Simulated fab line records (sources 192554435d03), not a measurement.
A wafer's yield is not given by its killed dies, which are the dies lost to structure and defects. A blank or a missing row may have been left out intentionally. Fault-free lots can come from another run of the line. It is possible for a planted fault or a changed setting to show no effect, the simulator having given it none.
2 desks, one fault | flow n5_finfet | what lay behind the numbers comes last; until then each desk has only its own

## FROM THE METROLOGY DESK
Lot by lot, what the gauges showed, no matter which tool ran the lot: averages of those sampled wafers that carry a number. A lot is out of limits, marked OUT, if its mean lies more than 4 standard deviations from the usual mean; the brackets give that distance. It has 11 readings; the 7 that lie furthest out on some lot are the ones shown.
Columns: A = M1_ILD_THK at N5_BEOL_M1_THK_MEAS_01, usual 79.0 nm; B = DIBL_N at N5_BEOL_M4_RC_MEAS_101, usual 35.1 mV/V; C = IOFF_N at N5_BEOL_M4_RC_MEAS_101, usual 0.146 nA/um; D = ION_P at N5_BEOL_M4_RC_MEAS_101, usual 462 uA/um; E = SS_N at N5_BEOL_M4_RC_MEAS_101, usual 71.2 mV/dec; F = SS_P at N5_BEOL_M4_RC_MEAS_101, usual 73.1 mV/dec; G = VT_N at N5_BEOL_M4_RC_MEAS_101, usual 250 mV
lot  | first seen here | A    | B    | C     | D   | E    | F    | G
L952 | day 6 04:53     | 79.1 | 36.2 | 0.145 | 452 | 71.2 | 73.4 | 251
L956 | day 6 20:19     | 79.5 | 35.4 | 0.142 | 469 | 70.8 | 73.1 | 250
L958 | day 7 16:08     | 80.6 | 35.5 | 0.157 | 461 | 72.0 | 72.8 | 252
L960 | day 7 20:06     | 77.0 | 34.5 | 0.152 | 467 | 71.4 | 73.5 | 250
L964 | day 9 15:27     | 75.3 | 35.8 | 0.155 | 454 | 71.3 | 73.1 | 251
L967 | day 9 23:38     | 76.7 | 33.8 | 0.138 | 465 | 70.9 | 72.9 | 250
L970 | day 10 22:32    | 79.7 | 34.2 | 0.143 | 473 | 70.4 | 72.9 | 247
L972 | day 10 23:49    | 80.6 | 33.5 | 0.140 | 466 | 71.5 | 72.4 | 251
L973 | day 11 06:31    | 79.4 | 34.6 | 0.138 | 456 | 70.9 | 72.8 | 252
L974 | day 11 15:28    | 79.1 | 33.2 | 0.110 | 457 | 70.5 | 72.2 | 254
This desk found nothing out of limits on any of the 10 lots.

## THE TOOL OWNER'S DESK: pecvd-03
The tool's own readings at N5_BEOL_M1_ILD_DEP_00 (deposits SiOC from DEMS/O2, target thk 79 nm, time 15.3 s): means of the sampled wafers that have a number, for each lot that ran on this tool. A lot is out of limits, marked OUT, if its mean lies more than 4 standard deviations from the usual mean; the brackets give that distance.
Columns: A = heater_power_w at N5_BEOL_M1_ILD_DEP_00, usual 507 W; B = showerhead_plenum_p_Torr at N5_BEOL_M1_ILD_DEP_00, usual 5.695 Torr; C = throttle_valve_pct at N5_BEOL_M1_ILD_DEP_00, usual 11.9 %
lot  | first seen here | A   | B     | C
L956 | day 6 20:14     | 485 | 5.698 | 11.3
L960 | day 7 20:02     | 507 | 5.690 | 11.5
L964 | day 9 15:23     | 505 | 5.686 | 11.4
L967 | day 9 23:34     | 497 | 5.698 | 11.6
This desk found nothing out of limits on any of the 4 lots.

## PUT TOGETHER
Metrology desk: nothing out of limits seen.
The tool owner's desk saw nothing out of limits.

## WHAT THE SIMULATOR HAD PUT IN
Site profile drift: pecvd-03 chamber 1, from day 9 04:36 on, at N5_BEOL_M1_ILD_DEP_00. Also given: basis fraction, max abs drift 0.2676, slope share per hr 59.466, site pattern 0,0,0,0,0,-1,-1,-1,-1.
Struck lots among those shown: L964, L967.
